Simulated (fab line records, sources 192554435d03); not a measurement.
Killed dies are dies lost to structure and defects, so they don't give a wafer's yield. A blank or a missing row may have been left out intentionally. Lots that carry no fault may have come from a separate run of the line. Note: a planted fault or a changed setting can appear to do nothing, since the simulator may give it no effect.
Chamber matching | flow n5 finfet | 4 sister chambers for N5_BEOL_M14_ETCH_67 on rie diel-03
The step etches SiARC in CF4, target depth 143 nm, time 238.3 s. 8 wafers are shown with their chamber, then 8 later ones without.

## WAFERS, EACH WITH ITS CHAMBER
wafer  | chamber | throttle valve pct (%) | showerhead plenum p Torr (Torr)
L374.5 | 1       | 15.64                  | 2.19
L376.3 | 1       | 15.66                  | 2.19
L376.4 | 0       | 15.12                  | 2.10
L376.5 | 2       | 15.62                  | 2.02
L380.1 | 2       | 15.65                  | 2.02
L380.3 | 0       | 15.15                  | 2.09
L380.5 | 3       | 15.52                  | 2.10
L381.2 | 3       | 15.51                  | 2.10

## WAFERS MISSING THEIR CHAMBER
wafer  | throttle valve pct (%) | showerhead plenum p Torr (Torr)
L381.4 | 15.14                  | 2.09
L381.5 | 15.17                  | 2.09
L389.2 | 15.20                  | 2.08
L389.4 | 15.58                  | 2.09
L389.6 | 15.20                  | 2.08
L390.1 | 15.59                  | 2.09
L390.5 | 15.21                  | 2.08
L390.6 | 15.60                  | 2.09

## THE CHAMBER EACH PASSED THROUGH
wafer  | from the rows above | in truth
L381.4 | 0                   | 0
L381.5 | 0                   | 0
L389.2 | 0                   | 0
L389.4 | 3                   | 3
L389.6 | 0                   | 0
L390.1 | 3                   | 3
L390.5 | 0                   | 0
L390.6 | 3                   | 3
8 of 8 placed correctly. Not placeable from these rows: 0. Wrongly placed: 0.
How it was worked out, from the rows above alone: a wafer's distance from a chamber is the root of the sum, over the readings, of the square of ((its reading less the chamber's mean) divided by the reading's scatter). If the next closest chamber is less than 2 further off than the closest, the wafer can't be placed; otherwise it belongs to the closest. Each chamber's mean is taken over the wafers shown for it. The scatter: the root of (the sum of the squares of (reading less its chamber's mean) over the shown wafers, divided by (wafers less chambers)).
